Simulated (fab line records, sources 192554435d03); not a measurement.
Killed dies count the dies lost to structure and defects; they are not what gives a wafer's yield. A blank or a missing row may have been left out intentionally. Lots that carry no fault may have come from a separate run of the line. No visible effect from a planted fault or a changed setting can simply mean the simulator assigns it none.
fab line records + flow n5_finfet
record:
- lots: 7
- wafers: 39
route steps=1938 shown BEOL_M15@1809 PASS1_DEP@1831
start_h: start of the lot's first displayed wafer, in hours after the record's first day + wait_h: how many hours have passed since the lot's step before this one + " unchanged from the row above + L1.1+2: a row that stands for several wafers + - value missing, or start not given + * or withheld: withheld + < > ~ a bound
route shown NAME@n: NAME is a module with steps in the file, n the number in the route of the first one + usual: the fault-free wafers' mean and standard deviation + same: alike in all rows + chamber/n: place in a boat + sites: readings site by site + _std_site: standard deviation across them + _edge_site: the outer-site mean with the inner-site mean subtracted + radius_mm: how far each site lies from the wafer's centre + mask NAME#n: copy n + behind: tool/chamber where the wafer was last shaped + hold: cause of the lot's hold/its duration in hours/its outcome + device: the n, p or np transistor that did not switch + end of line: at the end of the route, the tests of the same wafers + where a step has no rows: the recipe by itself + killed: dies lost to structure and defects at the first sort, not the wafer's yield + map: dies across one wafer; x = killed, . = not, _ = none there
set.NAME: setting as actually run; set.NAME@STEP: the setting as run at that earlier step + model.NAME: the simulator's own value behind a step, which no gauge read
lots with deliberately changed settings; one table per step, one row per wafer
== steps ==
step: N5_BEOL_M15_TRENCH_ETCH_34
recipe:
- chemistry: C4F8/O2/Ar
- target: SiO2
- target_depth_a: 8729.3
- he_inner_torr: 15
- he_outer_torr: 30
- time_s: 199
- ion_energy_ev: 800
- pressure_mtorr: 20
- source_w: 1905
- bias_w: 2040
- Ar_flow_sccm: 400
- C4F8_flow_sccm: 16
- O2_flow_sccm: 12
| lot.wafer | tool        | chamber | start_h | wait_h | set.time_s | model.etch.depth_nm | model.coat_of_BEOL_M15_COAT_22.thk_nm |
|-----------|-------------|---------|---------|--------|------------|---------------------|---------------------------------------|
| L074.1    | rie_diel-02 | 1       | 259.11  | 0.0    | 301        | 1256                | 478.6                                 |
| L074.2    | "           | 3       | "       | "      | 199        | 875.7               | 540.6                                 |
| L074.3    | "           | 2       | "       | "      | 301        | 1344                | 445.4                                 |
| L074.4    | "           | 0       | "       | "      | 199        | 852.9               | 549.2                                 |
| L074.5    | "           | 1       | "       | "      | 301        | 1261                | 476                                   |
| L074.6    | "           | 2       | "       | "      | 199        | 891.6               | 535.6                                 |
| L076.1    | rie_diel-02 | 0       | 262.57  | 0.0    | 199        | 863.4               | 548                                   |
| L076.2    | "           | 2       | "       | "      | 279.3      | 1273                | 459.6                                 |
| L076.3    | "           | 3       | "       | "      | 279.3      | 1236                | 470                                   |
| L076.4    | "           | 3       | "       | "      | 279.3      | 1240                | 468                                   |
| L076.5    | "           | 2       | "       | "      | 199        | 905.4               | 531.4                                 |
| L076.6    | "           | 0       | "       | "      | 199        | 855.6               | 546.4                                 |
| L080.1    | rie_diel-02 | 1       | 273.65  | 0.0    | 306.8      | 1288                | 469                                   |
| L080.2    | "           | 0       | "       | "      | 306.8      | 1335                | 452.2                                 |
| L080.3    | "           | 2       | "       | "      | 199        | 894.1               | 533.8                                 |
| L080.4    | "           | 3       | "       | "      | 306.8      | 1353                | 449                                   |
| L080.5    | "           | 2       | "       | "      | 199        | 896.4               | 533.4                                 |
| L080.6    | "           | 1       | "       | "      | 199        | 833.7               | 557.4                                 |
| L081.1    | rie_diel-02 | 0       | 298.20  | 0.0    | 199        | 869.6               | 546                                   |
| L081.4    | "           | 2       | "       | "      | 199        | 904.8               | 536.6                                 |
| L081.5    | "           | 0       | "       | "      | 199        | 866.5               | 549.8                                 |
| L084.1    | rie_diel-05 | 2       | 323.57  | 0.0    | 150.7      | 659.9               | 583.6                                 |
| L084.2    | "           | 3       | "       | "      | 199        | 836.6               | 558.6                                 |
| L084.3    | "           | 0       | "       | "      | 199        | 870.7               | 553.2                                 |
| L084.4    | "           | 1       | "       | "      | 199        | 890.5               | 537.4                                 |
| L084.5    | "           | 1       | "       | "      | 150.7      | 683.8               | 574.2                                 |
| L084.6    | "           | 2       | "       | "      | 150.7      | 654.8               | 585                                   |
| L087.1    | rie_diel-02 | 0       | 328.42  | 0.0    | 199        | 870.7               | 547.6                                 |
| L087.2    | "           | 2       | "       | "      | 315        | 1446                | 425.4                                 |
| L087.3    | "           | 1       | "       | "      | 199        | 838.8               | 560                                   |
| L087.4    | "           | 3       | "       | "      | 315        | 1416                | 439.6                                 |
| L087.5    | "           | 1       | "       | "      | 199        | 838.3               | 559.2                                 |
| L087.6    | "           | 0       | "       | "      | 315        | 1386                | 443.4                                 |
| L097.1    | rie_diel-05 | 2       | 383.32  | 0.0    | 199        | 862.4               | 537.6                                 |
| L097.2    | "           | 3       | "       | "      | 199        | 852                 | 556                                   |
| L097.3    | "           | 1       | "       | "      | 244.4      | 1118                | 487.2                                 |
| L097.4    | "           | 2       | "       | "      | 244.4      | 1063                | 499.2                                 |
| L097.5    | "           | 1       | "       | "      | 244.4      | 1116                | 485.4                                 |
| L097.6    | "           | 3       | "       | "      | 199        | 843.6               | 555.4                                 |
step: N5_BEOL_M15_STRIP_36
recipe:
- chemistry: O2
- power_w: 600
- temp_c: 60
- pressure_mtorr: 30
- rf_frequency_hz: 6e+07
- bias_power_w: 0
- overash_fraction: 0.3
- o2_flow_sccm: 225
step: N5_BEOL_M15_ECD_47
recipe:
- material: Cu
- target_thk_a: 18600
step: N5_BEOL_M15_ANNEAL_48
recipe:
- temp_c: 225
- time_s: 90
- ambient: N2
step: N5_BEOL_M15_CMP_49
recipe:
- stop_on: SiO2
- t_overpolish_s: 4.9
- down_force_psi: 2
- platen_rpm: 80
- clearing_platen_down_force_psi: 2
- clearing_platen_rpm: 80
- post_cmp_clean: cu_alkaline
- target_thk_nm: 850
- clearing_platen_pad_velocity_m_s: 1.5917
- pad_velocity_m_s: 1.5917
| lot.wafer | tool   | chamber | start_h | wait_h | set.time_s@BEOL_M15_TRENCH_ETCH_34 | model.Cu_of_BEOL_M15_ECD_47.thk_nm |
|-----------|--------|---------|---------|--------|------------------------------------|------------------------------------|
| L074.2    | cmp-02 | 0       | 264.71  | 0.2    | 199                                | 852                                |
| L074.1    | "      | 1       | "       | "      | 301                                | 1231                               |
| L074.4    | "      | 2       | "       | "      | 199                                | 831                                |
| L074.3    | "      | 3       | "       | "      | 301                                | 1320                               |
| L074.6    | "      | 0       | "       | "      | 199                                | 868                                |
| L074.5    | "      | 1       | "       | "      | 301                                | 1237                               |
| L076.3    | cmp-02 | 0       | 266.07  | 0.2    | 279.3                              | 1213                               |
| L076.1    | "      | 1       | "       | "      | 199                                | 839.2                              |
| L076.4    | "      | 2       | "       | "      | 279.3                              | 1217                               |
| L076.2    | "      | 3       | "       | "      | 279.3                              | 1250                               |
| L076.6    | "      | 0       | "       | "      | 199                                | 833.2                              |
| L076.5    | "      | 1       | "       | "      | 199                                | 882                                |
| L080.3    | cmp-02 | 1       | 275.72  | 0.3    | 199                                | 869.4                              |
| L080.2    | "      | 2       | "       | "      | 306.8                              | 1313                               |
| L080.4    | "      | 3       | "       | "      | 306.8                              | 1330                               |
| L080.1    | "      | 0       | "       | "      | 306.8                              | 1266                               |
| L080.5    | "      | 1       | "       | "      | 199                                | 871                                |
| L080.6    | "      | 2       | "       | "      | 199                                | 812.6                              |
| L081.4    | cmp-02 | 2       | 300.10  | 0.1    | 199                                | 882.8                              |
| L081.1    | "      | 3       | "       | "      | 199                                | 846.6                              |
| L081.5    | "      | 3       | "       | "      | 199                                | 842.8                              |
| L084.4    | cmp-01 | 3       | 325.54  | 0.1    | 199                                | 866.8                              |
| L084.3    | "      | 0       | "       | "      | 199                                | 847.4                              |
| L084.2    | "      | 1       | "       | "      | 199                                | 812                                |
| L084.1    | "      | 2       | "       | "      | 150.7                              | 639.8                              |
| L084.6    | "      | 3       | "       | "      | 150.7                              | 630.4                              |
| L084.5    | "      | 0       | "       | "      | 150.7                              | 662.2                              |
| L087.1    | cmp-01 | 2       | 331.01  | 0.3    | 199                                | 848.8                              |
| L087.4    | "      | 3       | "       | "      | 315                                | 1392                               |
| L087.3    | "      | 0       | "       | "      | 199                                | 815.6                              |
| L087.2    | "      | 1       | "       | "      | 315                                | 1423                               |
| L087.6    | "      | 2       | "       | "      | 315                                | 1363                               |
| L087.5    | "      | 3       | "       | "      | 199                                | 814.4                              |
| L097.3    | cmp-01 | 2       | 389.52  | 0.2    | 244.4                              | 1096                               |
| L097.2    | "      | 3       | "       | "      | 199                                | 828                                |
| L097.4    | "      | 0       | "       | "      | 244.4                              | 1040                               |
| L097.1    | "      | 1       | "       | "      | 199                                | 838.8                              |
| L097.5    | "      | 2       | "       | "      | 244.4                              | 1093                               |
| L097.6    | "      | 3       | "       | "      | 199                                | 820.4                              |
step: N5_BEOL_M15_THK_MEAS_50
recipe:
- thk_meas_gauge: xrf
- reads: Cu_of_BEOL_M15_ECD_47
usual:
- M15_THK: 832/24
| lot.wafer | tool          | chamber | start_h | wait_h | set.time_s@BEOL_M15_TRENCH_ETCH_34 | M15_THK[nm] |
|-----------|---------------|---------|---------|--------|------------------------------------|-------------|
| L074.1    | film_metro-01 | -       | 265.01  | -      | 301                                | 1202        |
| L074.2    | "             | -       | "       | "      | 199                                | 832         |
| L074.3    | "             | -       | "       | "      | 301                                | 1288        |
| L074.4    | "             | -       | "       | "      | 199                                | 816         |
| L074.5    | "             | -       | "       | "      | 301                                | 1207        |
| L074.6    | "             | -       | "       | "      | 199                                | 848         |
| L076.1    | film_metro-02 | -       | 266.36  | -      | 199                                | 825         |
| L076.2    | "             | -       | "       | "      | 279.3                              | 1221        |
| L076.3    | "             | -       | "       | "      | 279.3                              | 1190        |
| L076.4    | "             | -       | "       | "      | 279.3                              | 1188        |
| L076.5    | "             | -       | "       | "      | 199                                | 863         |
| L076.6    | "             | -       | "       | "      | 199                                | 814         |
| L080.1    | film_metro-02 | -       | 276.02  | -      | 306.8                              | 1222        |
| L080.2    | "             | -       | "       | "      | 306.8                              | 1273        |
| L080.3    | "             | -       | "       | "      | 199                                | 845         |
| L080.4    | "             | -       | "       | "      | 306.8                              | 1289        |
| L080.5    | "             | -       | "       | "      | 199                                | 845         |
| L080.6    | "             | -       | "       | "      | 199                                | 791         |
| L081.1    | film_metro-01 | -       | 300.39  | -      | 199                                | 813         |
| L081.4    | "             | -       | "       | "      | 199                                | 851         |
| L081.5    | "             | -       | "       | "      | 199                                | 807         |
| L084.1    | film_metro-02 | -       | 325.84  | -      | 150.7                              | 637         |
| L084.2    | "             | -       | "       | "      | 199                                | 809         |
| L084.3    | "             | -       | "       | "      | 199                                | 843         |
| L084.4    | "             | -       | "       | "      | 199                                | 861         |
| L084.5    | "             | -       | "       | "      | 150.7                              | 660         |
| L084.6    | "             | -       | "       | "      | 150.7                              | 626         |
| L087.1    | film_metro-01 | -       | 331.31  | -      | 199                                | 824         |
| L087.2    | "             | -       | "       | "      | 315                                | 1378        |
| L087.3    | "             | -       | "       | "      | 199                                | 796         |
| L087.4    | "             | -       | "       | "      | 315                                | 1343        |
| L087.5    | "             | -       | "       | "      | 199                                | 793         |
| L087.6    | "             | -       | "       | "      | 315                                | 1319        |
| L097.1    | film_metro-01 | -       | 389.82  | -      | 199                                | 823         |
| L097.2    | "             | -       | "       | "      | 199                                | 813         |
| L097.3    | "             | -       | "       | "      | 244.4                              | 1073        |
| L097.4    | "             | -       | "       | "      | 244.4                              | 1022        |
| L097.5    | "             | -       | "       | "      | 244.4                              | 1070        |
| L097.6    | "             | -       | "       | "      | 199                                | 805         |
step: N5_BEOL_M15_PRE_CLEAN_52
recipe:
- gas: NH3
- time_s: 15
- temp_c: withheld
- rf_power_w: 300
step: N5_BEOL_M15_DEP_53
recipe:
- material: SiCN
- target_thk_a: 500
- temp_c: withheld
- precursor: 3MS/NH3
- pressure_torr: 3
- rf_w: 675
- time_s: 17.8
step: N5_BEOL_M15_RS_MEAS_54
recipe:
- thk_meas_gauge: four-point-probe
- reads: Cu_of_BEOL_M15_ECD_47+Ta_of_BEOL_M15_SPUTTER_44+TaN_of_BEOL_M15_SPUTTER_43
usual:
- M15_RS: 0.0215/0.0006
| lot.wafer | tool          | chamber | start_h | wait_h | set.time_s@BEOL_M15_TRENCH_ETCH_34 | M15_RS[ohm/sq] |
|-----------|---------------|---------|---------|--------|------------------------------------|----------------|
| L074.1    | film_metro-02 | -       | 265.17  | 0.1    | 301                                | 0.0148         |
| L074.2    | "             | -       | "       | "      | 199                                | 0.0215         |
| L074.3    | "             | -       | "       | "      | 301                                | 0.0138         |
| L074.4    | "             | -       | "       | "      | 199                                | 0.0221         |
| L074.5    | "             | -       | "       | "      | 301                                | 0.0148         |
| L074.6    | "             | -       | "       | "      | 199                                | 0.0211         |
| L076.1    | film_metro-02 | -       | 266.49  | 0.0    | 199                                | 0.0219         |
| L076.2    | "             | -       | "       | "      | 279.3                              | 0.0146         |
| L076.3    | "             | -       | "       | "      | 279.3                              | 0.0151         |
| L076.4    | "             | -       | "       | "      | 279.3                              | 0.0150         |
| L076.5    | "             | -       | "       | "      | 199                                | 0.0208         |
| L076.6    | "             | -       | "       | "      | 199                                | 0.0221         |
| L080.1    | film_metro-02 | -       | 276.14  | 0.0    | 306.8                              | 0.0144         |
| L080.2    | "             | -       | "       | "      | 306.8                              | 0.0139         |
| L080.3    | "             | -       | "       | "      | 199                                | 0.0211         |
| L080.4    | "             | -       | "       | "      | 306.8                              | 0.0137         |
| L080.5    | "             | -       | "       | "      | 199                                | 0.0210         |
| L080.6    | "             | -       | "       | "      | 199                                | 0.0226         |
| L081.1    | film_metro-02 | -       | 300.52  | 0.0    | 199                                | 0.0217         |
| L081.4    | "             | -       | "       | "      | 199                                | 0.0208         |
| L081.5    | "             | -       | "       | "      | 199                                | 0.0218         |
| L084.1    | film_metro-02 | -       | 325.96  | 0.0    | 150.7                              | 0.0289         |
| L084.2    | "             | -       | "       | "      | 199                                | 0.0226         |
| L084.3    | "             | -       | "       | "      | 199                                | 0.0217         |
| L084.4    | "             | -       | "       | "      | 199                                | 0.0212         |
| L084.5    | "             | -       | "       | "      | 150.7                              | 0.0279         |
| L084.6    | "             | -       | "       | "      | 150.7                              | 0.0293         |
| L087.1    | film_metro-01 | -       | 331.44  | 0.0    | 199                                | 0.0215         |
| L087.2    | "             | -       | "       | "      | 315                                | 0.0128         |
| L087.3    | "             | -       | "       | "      | 199                                | 0.0224         |
| L087.4    | "             | -       | "       | "      | 315                                | 0.0130         |
| L087.5    | "             | -       | "       | "      | 199                                | 0.0224         |
| L087.6    | "             | -       | "       | "      | 315                                | 0.0133         |
| L097.1    | film_metro-02 | -       | 389.95  | 0.0    | 199                                | 0.0219         |
| L097.2    | "             | -       | "       | "      | 199                                | 0.0221         |
| L097.3    | "             | -       | "       | "      | 244.4                              | 0.0167         |
| L097.4    | "             | -       | "       | "      | 244.4                              | 0.0176         |
| L097.5    | "             | -       | "       | "      | 244.4                              | 0.0167         |
| L097.6    | "             | -       | "       | "      | 199                                | 0.0224         |
step: N5_PASSIVATION_PECVD_00
recipe:
- material: SiO2
- target_thk_a: 2000
- temp_c: 400
- precursor: SiH4/N2O
- pressure_torr: 2.7
- rf_w: 608
- time_s: 11.2
| lot.wafer | tool     | chamber | start_h | wait_h | set.time_s | model.SiO2_of_PASSIVATION_PECVD_00.thk_nm |
|-----------|----------|---------|---------|--------|------------|-------------------------------------------|
| L074.1    | pecvd-04 | 1       | 266.18  | 0.8    | 7.953      | 138                                       |
| L074.2    | "        | 2       | "       | "      | 7.953      | 140.6                                     |
| L074.3    | "        | 0       | "       | "      | 11.2       | 199                                       |
| L074.4    | "        | 0       | "       | "      | 7.953      | 141.4                                     |
| L074.5    | "        | 2       | "       | "      | 11.2       | 199.8                                     |
| L074.6    | "        | 1       | "       | "      | 11.2       | 197.4                                     |
| L076.1    | pecvd-01 | 1       | 267.50  | 0.8    | 11.2       | 202.6                                     |
| L076.2    | "        | 2       | "       | "      | 11.2       | 200.8                                     |
| L076.3    | "        | 2       | "       | "      | 5.415      | 97.6                                      |
| L076.4    | "        | 1       | "       | "      | 11.2       | 204.4                                     |
| L076.5    | "        | 2       | "       | "      | 5.415      | 98.4                                      |
| L076.6    | "        | 1       | "       | "      | 5.415      | 101.2                                     |
| L080.1    | pecvd-01 | 1       | 277.17  | 0.8    | 5.544      | 98.6                                      |
| L080.2    | "        | 2       | "       | "      | 11.2       | 199.6                                     |
| L080.3    | "        | 0       | "       | "      | 5.544      | 99.8                                      |
| L080.4    | "        | 1       | "       | "      | 11.2       | 204                                       |
| L080.5    | "        | 0       | "       | "      | 11.2       | 207.2                                     |
| L080.6    | "        | 2       | "       | "      | 5.544      | 99                                        |
| L081.1    | pecvd-04 | 1       | 301.54  | 0.8    | 11.2       | 196.4                                     |
| L081.4    | "        | 1       | "       | "      | 11.2       | 199.2                                     |
| L081.5    | "        | 0       | "       | "      | 11.2       | 203.4                                     |
| L084.1    | pecvd-04 | 0       | 326.98  | 0.8    | 11.2       | 199.2                                     |
| L084.2    | "        | 1       | "       | "      | 16.83      | 297.2                                     |
| L084.3    | "        | 2       | "       | "      | 16.83      | 298.2                                     |
| L084.4    | "        | 0       | "       | "      | 11.2       | 200.8                                     |
| L084.5    | "        | 2       | "       | "      | 11.2       | 201.2                                     |
| L084.6    | "        | 1       | "       | "      | 16.83      | 302.6                                     |
| L087.1    | pecvd-01 | 0       | 332.46  | 0.8    | 17.5       | 317                                       |
| L087.2    | "        | 2       | "       | "      | 11.2       | 199.2                                     |
| L087.3    | "        | 1       | "       | "      | 17.5       | 311.4                                     |
| L087.4    | "        | 2       | "       | "      | 17.5       | 316                                       |
| L087.5    | "        | 1       | "       | "      | 11.2       | 204                                       |
| L087.6    | "        | 0       | "       | "      | 11.2       | 206.8                                     |
| L097.1    | pecvd-02 | 2       | 390.96  | 0.8    | 11.2       | 196.6                                     |
| L097.2    | "        | 0       | "       | "      | 8.693      | 153                                       |
| L097.3    | "        | 0       | "       | "      | 8.693      | 155.2                                     |
| L097.4    | "        | 2       | "       | "      | 11.2       | 202.4                                     |
| L097.5    | "        | 2       | "       | "      | 11.2       | 202.8                                     |
| L097.6    | "        | 0       | "       | "      | 8.693      | 156                                       |
== key ==
split:
- step: N5_BEOL_M15_TRENCH_ETCH_34
- setting: time_s
- stated: 199
- by: wafer
response:
- step: N5_BEOL_M15_TRENCH_ETCH_34
- reading: model.etch.depth_nm
- change: +8.91
- per: 1%
- r: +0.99
response:
- step: N5_BEOL_M15_TRENCH_ETCH_34
- reading: model.coat_of_BEOL_M15_COAT_22.thk_nm
- change: -1.76
- per: 1%
- r: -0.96
response:
- step: N5_BEOL_M15_CMP_49
- reading: model.Cu_of_BEOL_M15_ECD_47.thk_nm
- change: +8.91
- per: 1%
- r: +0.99
response:
- step: N5_BEOL_M15_THK_MEAS_50
- reading: M15_THK
- change: +8.6
- per: 1%
- r: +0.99
response:
- step: N5_BEOL_M15_RS_MEAS_54
- reading: M15_RS
- change: -0.000159
- per: 1%
- r: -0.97
split:
- step: N5_PASSIVATION_PECVD_00
- setting: time_s
- stated: 11.2
- by: wafer
response:
- step: N5_PASSIVATION_PECVD_00
- reading: model.SiO2_of_PASSIVATION_PECVD_00.thk_nm
- change: +2.01
- per: 1%
- r: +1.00
